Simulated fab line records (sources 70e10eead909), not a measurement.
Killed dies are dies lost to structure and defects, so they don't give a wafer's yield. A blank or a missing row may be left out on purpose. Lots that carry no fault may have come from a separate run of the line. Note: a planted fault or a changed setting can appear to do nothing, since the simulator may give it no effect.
fab line records	flow nand_harc
record: lots: 5	wafers: 15	last_day: 32
route steps=1302 shown A_CHANNEL_FILL_D2@616 A_STAIRCASE@639 END@1302
lots that met no fault: from a run of the same line without faults
start_h: hours from the record's first day to the start of the lot's first wafer shown	wait_h: hours elapsed since this lot's preceding step	" identical to the entry in the row above	L1.1+2: several wafers, shown together as one row	- no value, or no start was given	* or withheld: withheld	< > ~ a bound
route shown NAME@n: a module of which the file shows steps, and the number in the route of the first	usual: mean and standard deviation over wafers with no fault	same: alike in all rows	chamber/n: place in a boat	sites: per-site readings	_std_site: their standard deviation	_edge_site: mean of outer sites minus mean of inner sites	radius_mm: for every site, how far away it sits from the centre of the wafer	mask NAME#n: copy n	behind: the most recent tool/chamber to have shaped the wafer	hold: reason for holding the lot/hours on hold/outcome of the hold	device: the transistor (n, p or np) that didn't switch	end of line: the route-end tests of the same wafers	step lacking rows: just its recipe	killed: not the wafer's yield, but the dies lost to structure and defects at the first sort	map: a wafer's dies, x killed, . not, _ none there
set.NAME: the run value of the setting; set.NAME@STEP: its run value at that earlier step	model.NAME: the simulator's own value behind a step, which no gauge read
a table for each step, a row for each wafer; lots at some steps of the route
services: the hour from which a tool's chamber was out of use, counted from the record's first day as start_h (under 0 if before that day), plus the number of hours and why
== steps ==
step: NHARC_A_CHANNEL_FILL_D2_ALD_16
recipe: target_thk_a: 15	pulse_time_s: 10	ald_cycles: 15	temp_c: 300	material: SiO2
step: NHARC_A_CHANNEL_FILL_D2_ANNEAL_17
recipe: temp_c: 850	time_s: 1800
step: NHARC_A_CHANNEL_FILL_D2_CVD_18
recipe: target_thk_a: 30	temp_c: 550	material: poly-Si
step: NHARC_A_CHANNEL_FILL_D2_ETCHBACK_19
recipe: target_depth_a: 50	time_s: 1.7	hbr_flow_sccm: 150	cl2_flow_sccm: 50	rf_w: 400	icp_w: 400	bias_w: 100	chemistry: HBr/Cl2
usual: drypump_motor_current_A: 5.8/0.44	oes_product_au: 0.995/0.01	throttle_valve_pct: 26.405/0.0087
lot.wafer	tool	chamber	start_h	wait_h	drypump_motor_current_A	oes_product_au	rf_hours_counter_h	throttle_valve_pct
L328.2	rie_si-05	1	331.23	0.4	5.7	1.009	0.12	26.404
L328.5	"	0	"	"	6.0	0.995	-	26.397
L328.6	"	1	"	"	5.7	1.012	-	26.419
L338.2	rie_si-01	1	435.36	0.4	6.1	0.998	0.31	26.419
L338.4	"	3	"	"	5.4	1.005	0.38	26.413
L338.3	"	0	"	"	5.8	0.991	0.39	26.396
L344.4	rie_si-03	2	480.71	0.4	5.0	0.995	0.35	26.417
L344.2	"	3	"	"	5.8	1.004	0.26	26.404
L344.1	"	1	"	"	6.0	0.979	0.43	26.411
L345.3	rie_si-03	3	510.86	0.4	5.8	1.001	0.55	26.388
L345.4	"	0	"	"	6.8	0.991	0.64	26.420
L345.2	"	1	"	"	6.0	0.984	0.64	26.409
L346.1	rie_si-01	0	510.86	0.4	5.8	0.988	0.75	26.415
L346.4	"	1	"	"	6.1	0.989	0.71	26.404
L346.5	"	0	"	"	5.9	0.978	-	26.403
step: NHARC_A_CHANNEL_FILL_D2_ETCHBACK_20
recipe: target_depth_a: 270	time_s: 13.5	c4f8_flow_sccm: withheld	o2_flow_sccm: 8	ar_flow_sccm: withheld	rf_w: 600	bias_w: 1500	chemistry: C4F8/O2/Ar
usual: oes_product_au: 0.987/0.021	rf_vpp_V: 979/6.1
lot.wafer	tool	chamber	start_h	wait_h	oes_product_au	rf_hours_counter_h	rf_vpp_V
L328.2	rie_diel-07	0	331.35	-	0.918	1	986
L328.5	"	0	"	"	0.915	-	987
L328.6	"	1	"	"	0.945	-	982
L338.3	rie_diel-10	2	435.50	-	0.993	0	971
L338.2	"	3	"	"	1.004	0	984
L338.4	"	0	"	"	0.996	0	973
L344.1	rie_diel-10	1	480.84	-	1.000	1	985
L344.4	"	2	"	"	0.990	2	970
L344.2	"	0	"	"	1.002	1	973
L345.3	rie_diel-10	3	510.98	-	1.016	3	985
L345.2	"	0	"	"	1.010	2	974
L345.4	"	1	"	"	0.997	2	985
L346.1	rie_diel-06	0	510.99	-	0.986	4	979
L346.4	"	2	"	"	0.994	-	986
L346.5	"	0	"	"	0.988	-	980
step: NHARC_A_CHANNEL_FILL_D2_STRIP_28
recipe: time_s: 20	o2_flow_sccm: 500	ar_flow_sccm: 0	bias_w: 0	chemistry: O2
usual: drypump_motor_current_A: 5.9/0.49	oes_product_au: 0.998/0.011	rf_vpp_V: 58.0/0.9	showerhead_plenum_p_Torr: 3.55/0.15	throttle_valve_pct: 17.036/0.0088
lot.wafer	tool	chamber	start_h	wait_h	drypump_motor_current_A	oes_product_au	rf_hours_counter_h	rf_vpp_V	showerhead_plenum_p_Torr	throttle_valve_pct
L328.2	rie_diel-07	2	331.45	0.1	6.1	0.993	1	56.8	3.34	17.036
L328.5	"	0	"	"	5.8	0.998	-	56.4	3.75	17.042
L328.6	"	1	"	"	5.0	1.024	-	58.2	3.64	17.030
L338.2	rie_diel-10	0	435.58	0.1	6.2	1.002	0	57.9	3.41	17.036
L338.4	"	1	"	"	6.8	0.997	0	58.0	3.72	17.021
L338.3	"	3	"	"	6.4	1.004	0	57.4	3.67	17.023
L344.4	rie_diel-10	1	480.93	0.1	6.8	1.010	1	59.5	3.72	17.030
L344.1	"	2	"	"	5.6	0.986	2	58.8	3.35	17.037
L344.2	"	0	"	"	6.2	0.997	1	57.8	3.41	17.047
L345.2	rie_diel-10	0	511.07	0.1	6.2	1.015	2	58.9	3.41	17.034
L345.4	"	1	"	"	6.8	1.004	2	59.8	3.72	17.045
L345.3	"	2	"	"	5.6	0.987	3	56.2	3.35	17.037
L346.1	rie_diel-06	2	511.10	0.1	5.6	0.994	4	58.4	3.72	17.064
L346.4	"	1	"	"	5.4	0.999	-	56.8	3.47	17.043
L346.5	"	2	"	"	5.6	0.997	-	57.5	3.72	17.021
step: NHARC_A_CHANNEL_FILL_D2_PRECLEAN_21
recipe: time_s: 30	chemistry: dHF
step: NHARC_A_CHANNEL_FILL_D2_SRD_23
step: NHARC_A_CHANNEL_FILL_D2_CVD_05
recipe: target_thk_a: 50	temp_c: 550	material: poly-Si
step: NHARC_A_CHANNEL_FILL_D2_ANNEAL_22
recipe: temp_c: 620	time_s: 7200
step: NHARC_A_CHANNEL_FILL_D2_ALD_25
recipe: target_thk_a: 600	pulse_time_s: 10	ald_cycles: 600	temp_c: 300	material: SiOx
step: NHARC_A_CHANNEL_FILL_D2_ETCHBACK_08
recipe: target_depth_a: 2200	time_s: 110	c4f8_flow_sccm: 20	ar_flow_sccm: withheld	rf_w: 600	bias_w: 300	chemistry: C4F8
usual: oes_product_au: 0.95/0.037	rf_vpp_V: 441.3/2.9
lot.wafer	tool	chamber	start_h	wait_h	oes_product_au	rf_hours_counter_h	rf_vpp_V
L328.2	rie_diel-10	3	350.31	-	0.92	2	443.7
L328.5	"	0	"	"	0.93	-	437.8
L328.6	"	1	"	"	0.93	-	443.9
L338.4	rie_diel-07	0	455.34	-	0.93	4	446.0
L338.3	"	1	"	"	0.94	3	442.7
L338.2	"	2	"	"	0.90	4	435.5
L344.4	rie_diel-10	2	498.31	-	0.91	2	437.1
L344.1	"	3	"	"	0.93	2	443.1
L344.2	"	0	"	"	0.93	2	438.6
L345.3	rie_diel-10	3	529.37	-	0.92	3	444.5
L345.2	"	0	"	"	0.93	3	439.9
L345.4	"	1	"	"	0.91	2	445.2
L346.1	rie_diel-07	3	530.46	-	0.94	1	443.3
L346.4	"	0	"	"	0.91	1	444.6
L346.5	"	3	"	"	0.93	-	441.4
step: NHARC_A_CHANNEL_FILL_D2_STRIP_29
recipe: time_s: 20	o2_flow_sccm: 500	ar_flow_sccm: 0	bias_w: 0	chemistry: O2
usual: drypump_motor_current_A: 6.0/0.49	oes_product_au: 0.999/0.011	rf_vpp_V: 57.8/0.89	showerhead_plenum_p_Torr: 3.56/0.16	throttle_valve_pct: 17.036/0.0086
lot.wafer	tool	chamber	start_h	wait_h	drypump_motor_current_A	oes_product_au	rf_hours_counter_h	rf_vpp_V	showerhead_plenum_p_Torr	throttle_valve_pct
L328.2	rie_diel-10	0	-	-	6.2	1.011	2	57.0	3.41	17.018
L328.5	"	0	"	"	6.2	1.010	-	58.6	3.41	17.018
L328.6	"	1	"	"	6.8	1.011	-	57.9	3.72	17.042
L338.3	rie_diel-07	0	-	-	5.9	0.998	4	57.5	3.75	17.026
L338.2	"	1	"	"	5.0	1.007	4	57.8	3.64	17.039
L338.4	"	2	"	"	6.1	0.972	4	58.1	3.34	17.049
L344.4	rie_diel-10	0	-	-	6.2	1.004	2	56.7	3.41	17.042
L344.1	"	1	"	"	6.7	1.007	2	59.9	3.72	17.031
L344.2	"	2	"	"	5.5	0.983	2	56.2	3.35	17.032
L345.3	rie_diel-10	0	-	-	6.2	1.006	3	57.0	3.41	17.035
L345.2	"	1	"	"	6.7	0.987	3	59.6	3.72	17.035
L345.4	"	2	"	"	5.6	0.990	3	57.4	3.35	17.029
L346.4	rie_diel-07	3	-	-	5.7	1.005	1	57.6	3.59	17.039
L346.1	"	2	"	"	6.1	0.991	1	54.9	3.34	17.035
L346.5	"	0	"	"	5.9	0.968	-	59.0	3.75	17.037
step: NHARC_A_CHANNEL_FILL_D2_PRECLEAN_30
recipe: time_s: 30	chemistry: dHF
step: NHARC_A_CHANNEL_FILL_D2_SRD_31
step: NHARC_A_CHANNEL_FILL_D2_CVD_09
recipe: target_thk_a: 1500	temp_c: 620	pressure_mtorr: 200	time_s: 3000	material: poly-Si
step: NHARC_A_CHANNEL_FILL_D2_CMP_10
recipe: target_thk_nm: 150
step: NHARC_A_CHANNEL_FILL_D2_SRD_12
step: NHARC_A_CHANNEL_FILL_D2_RTA_24
recipe: temp_c: 1000	time_s: 5
step: NHARC_A_STAIRCASE_DEP_156
recipe: target_thk_a: 500	temp_c: 400	target_thk_nm: 50	flow_sccm: 200	rf_w: 450	material: SiNx
step: NHARC_A_STAIRCASE_DEHYDRATE_158
recipe: temp_c: 150	time_s: 120
step: NHARC_A_STAIRCASE_HMDS_159
recipe: time_s: 30
step: NHARC_A_STAIRCASE_COAT_160
recipe: spin_rpm: 1200
step: NHARC_A_STAIRCASE_SOFTBAKE_161
recipe: temp_c: 135	time_s: 170
step: NHARC_A_STAIRCASE_EBR_162
step: NHARC_A_STAIRCASE_EXPOSE_163
recipe: na: 0.5	dose_mj: 20.01	mask_id: STAIR_OPEN
step: NHARC_A_STAIRCASE_PEB_164
recipe: peb_temp_c: 115	peb_time_s: 130
step: NHARC_A_STAIRCASE_DEVELOP_165
recipe: time_s: 140
step: NHARC_A_STAIRCASE_HARDBAKE_167
recipe: temp_c: 120	time_s: 140
step: NHARC_A_STAIRCASE_DESCUM_168
recipe: time_s: 3	o2_flow_sccm: 200	ar_flow_sccm: 0	bias_power_w: 0	chemistry: O2
usual: drypump_motor_current_A: 5.6/0.37	oes_product_au: 1.002/0.016	rf_vpp_V: 57.7/0.91	showerhead_plenum_p_Torr: 1.92/0.09	throttle_valve_pct: 11.311/0.0082
same: bias_power_w: 0
lot.wafer	tool	chamber	start_h	wait_h	drypump_motor_current_A	oes_product_au	rf_hours_counter_h	rf_vpp_V	showerhead_plenum_p_Torr	throttle_valve_pct
L328.2	rie_diel-01	2	358.45	-	5.6	0.987	44	57.6	1.86	11.321
L328.6	"	2	"	"	5.7	0.990	-	58.8	1.86	11.299
L328.5	"	3	"	"	5.1	0.989	-	58.2	1.97	11.302
L338.2	rie_diel-02	3	462.76	-	5.3	0.986	16	58.0	2.03	11.328
L338.4	"	0	"	"	5.6	0.995	19	57.5	1.80	11.305
L338.3	"	2	"	"	5.9	0.988	17	57.6	1.81	11.315
L344.2	rie_diel-13	3	505.64	-	5.2	1.052	42	58.2	1.99	11.322
L344.1	"	1	"	"	6.1	1.012	48	59.3	2.02	11.300
L344.4	"	1	"	"	6.1	1.005	-	58.8	2.02	11.311
L346.4	rie_diel-13	2	536.92	-	5.5	1.007	3	57.5	2.02	11.315
L346.1	"	1	"	"	6.1	1.023	5	57.9	2.02	11.306
L346.5	"	3	"	"	5.2	1.010	-	57.5	1.98	11.321
L345.2	rie_diel-13	3	537.16	-	5.2	1.015	4	58.5	1.98	11.313
L345.3	"	0	"	"	6.3	1.015	5	56.4	1.77	11.309
L345.4	"	1	"	"	6.1	1.017	5	59.8	2.02	11.319
step: NHARC_A_STAIRCASE_ETCH_169
recipe: target_depth_a: 500	time_s: 107.1	ion_energy_ev: 120	ch3f_flow_sccm: 50	o2_flow_sccm: 30	ar_flow_sccm: 200	rf_w: 500	bias_w: 100	chemistry: CH3F/O2
step: NHARC_A_STAIRCASE_ETCH_170
recipe: target_depth_a: 2000	time_s: 66.667	ion_energy_ev: 250	c4f6_flow_sccm: 25	o2_flow_sccm: 20	ar_flow_sccm: 500	rf_w: 600	bias_w: 500	chemistry: C4F6/O2
step: NHARC_A_STAIRCASE_STRIP_171
recipe: power_w: 1500	temp_c: 250	chemistry: O2
step: NHARC_A_STAIRCASE_STRIP_172
recipe: time_s: 900	temp_c: 130	chemistry: SPM
step: NHARC_A_STAIRCASE_PRECLEAN_173
recipe: time_s: *	temp_c: 50	bath_age_min: 0	chemistry: SC1
step: NHARC_A_STAIRCASE_SRD_174
step: NHARC_A_STAIRCASE_DEHYDRATE_01
recipe: temp_c: 150	time_s: 120
step: NHARC_END_SORT_01
recipe: temp_c: 25
usual: killed_at_array: 58/19	killed_at_other: 1.1/1.2	killed_at_periphery: 3.8/2.4	killed_dies: 63/18	killed_open: 3.3/1.8	killed_short: 2.2/1.6
same: gross_dies: 677
lot.wafer	tool	chamber	start_h	wait_h	killed_at_array	killed_at_other	killed_at_periphery	killed_dies	killed_open	killed_short
L338.2	prober-02	0	677.19	2.8	91	2	2	95	6	4
L338.3	prober-02	0	677.98	3.1	141	2	0	143	1	0
L345.2	prober-01	0	759.95	2.8	47	1	2	50	1	3
L345.3	prober-01	0	760.74	3.1	51	2	3	56	4	2
L345.4	prober-01	0	761.53	3.4	62	3	4	69	5	1
killed by level:class
L338.2 A_SLIT:chamber_film_flake=33 A_CHANNEL_HOLE_D1:chamber_film_flake=25 A_CHANNEL_HOLE_D2:chamber_film_flake=14 A_ZERO_WELL:chamber_film_flake=5 A_CONTACT:chamber_film_flake=4 P_CONTACT:geometric_particle:open=1 A_SOURCE_PLATE:geometric_particle:short=1 A_ONON_D1:geometric_particle:open=1
L338.3 A_CHANNEL_FILL_D2:unspecified=93 A_CHANNEL_HOLE_D1:chamber_film_flake=22 A_SLIT:chamber_film_flake=12 A_ZERO_WELL:chamber_film_flake=4 A_CHANNEL_HOLE_D2:chamber_film_flake=3 A_CONTACT:chamber_film_flake=3 THIN_TSV:chamber_film_flake=2 A_CHANNEL_HOLE_D2:geometric_particle:open=1
L345.2 A_CHANNEL_HOLE_D2:chamber_film_flake=19 A_CHANNEL_HOLE_D1:chamber_film_flake=8 A_SLIT:chamber_film_flake=6 A_STAIRCASE:chamber_film_flake=5 A_CONTACT:chamber_film_flake=5 P_CONTACT:geometric_particle:short=1 A_SOURCE_PLATE:geometric_particle:open=1 A_CHANNEL_FILL_D1:geometric_particle:short=1
L345.3 A_CHANNEL_HOLE_D2:chamber_film_flake=24 A_CHANNEL_HOLE_D1:chamber_film_flake=7 A_SLIT:chamber_film_flake=4 A_CONTACT:chamber_film_flake=4 A_STAIRCASE:chamber_film_flake=3 A_DECK1_JOINT:geometric_particle:open=2 A_ZERO_WELL:chamber_film_flake=2 THIN_TSV:chamber_film_flake=2
L345.4 A_CHANNEL_HOLE_D2:chamber_film_flake=24 A_SLIT:chamber_film_flake=10 A_CONTACT:chamber_film_flake=10 A_CHANNEL_HOLE_D1:chamber_film_flake=7 A_STAIRCASE:chamber_film_flake=3 THIN_TSV:chamber_film_flake=3 P_GATE:chamber_film_flake=2 P_M1:geometric_particle:open=1
map L338.3 (x killed, . not)
____________.____________
_________......._________
_______..........._______
______.x...........______
_____.xx..x........._____
____.x.x......x.x....____
____.xx.x.x..........____
___...xxx..x..........___
___.x.xxx.............___
__....x.x.xx...........__
__....xxxxx............__
_....xxxxxxx............_
_.....xxxxxx............_
_...xxxxxxxxx..........._
_...xxxxxxxxx.x........._
_...xxxxxxxxx..........._
....xxxxxxxxxx...........
....xxxxxxxxxx.....x.....
..x.xxxxxxxxx....x.......
....xxxxxxxx.............
....xxxxxxxxx............
_.x...xxxxx............._
_....xxxx.x............._
_.....xxx..............._
_.......x..............._
_xx....................._
__.....................__
__...............x.....__
___...................___
___.x.................___
____.................____
____......x..........____
_____..............._____
______.....xx......______
_______x....x....._______
_________......._________
____________.____________
map L346.4 (x killed, . not)
____________.____________
_________......._________
_______....x......_______
______.............______
_____.........x....._____
____.x..x.........x..____
____...x.x.....x.x...____
___.....x.............___
___......x............___
__.x....x..............__
__...............x.....__
_.....x................._
_.............x........._
_.x......x.............._
_......x.xx............._
_.....xxxxx............._
.........x...............
.........xxx.............
............x............
........x.........x......
..x......................
_....x.................._
_...x..................._
_........x.............._
_...................x..x_
_....x.................._
__.....................__
__....x................__
___...................___
___...................___
____.................____
____....x.x..........____
_____..............._____
______.............______
_______..........._______
_________x......_________
____________.____________
== services ==
tool	chamber	start_h	hours	kind
rie_diel-10	1	313.67	14.9	repair
rie_si-01	-	316.36	2.3	repair
rie_diel-13	-	342.01	9.0	pm
rie_diel-07	1	346.68	12.2	repair
rie_diel-06	-	353.74	0.5	repair
rie_si-01	-	370.00	9.0	pm
rie_diel-13	1	378.30	5.1	repair
rie_diel-10	3	389.88	6.5	repair
rie_diel-13	3	391.08	21.6	repair
rie_si-03	-	398.00	9.0	pm
rie_si-03	1	408.27	1.7	repair
rie_diel-07	2	413.82	6.1	repair
rie_diel-10	-	419.50	9.0	pm
rie_diel-10	1	430.96	3.3	repair
rie_diel-06	-	440.82	0.1	repair
rie_diel-06	-	447.57	5.1	repair
rie_si-03	3	453.53	11.9	repair
rie_diel-07	0	460.47	1.4	repair
rie_diel-07	-	471.20	9.0	pm
rie_diel-06	-	484.20	9.0	pm
rie_diel-13	1	492.24	6.6	repair
rie_diel-13	0	495.00	16.7	repair
rie_diel-06	3	498.17	35.2	repair
rie_diel-13	-	519.06	9.0	pm
== key ==
first_sign: step: NHARC_END_SORT_01	reading: killed_at_array	direction: up	sigmas: 4.3	usual: 58	struck: 141
effect: step: NHARC_END_SORT_01	reading: killed_dies	direction: up	sigmas: 4.3	usual: 63	struck: 143
more_kills_born_at: NHARC_A_CHANNEL_FILL_D2_ETCHBACK_08@rie_diel-07: 93
met_at NHARC_A_CHANNEL_FILL_D2_ETCHBACK_08
struck_wafers L338.3
tester_left_out L338
fault: kind: chamber_particle_source	tool: rie_diel-07	chamber: 1	onset_h: 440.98	steps: NHARC_A_CHANNEL_FILL_D2_ETCHBACK_08	rate_per_visit_cm2: 1.7224	end_h: 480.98
tester_left_out: of these lots the tester's yield and bins aren't shown, on N5 and GAA mostly nor the transistor test; their killed dies are dies lost to structure and defects alone, not to doping, threshold or leakage, so they don't give the yield
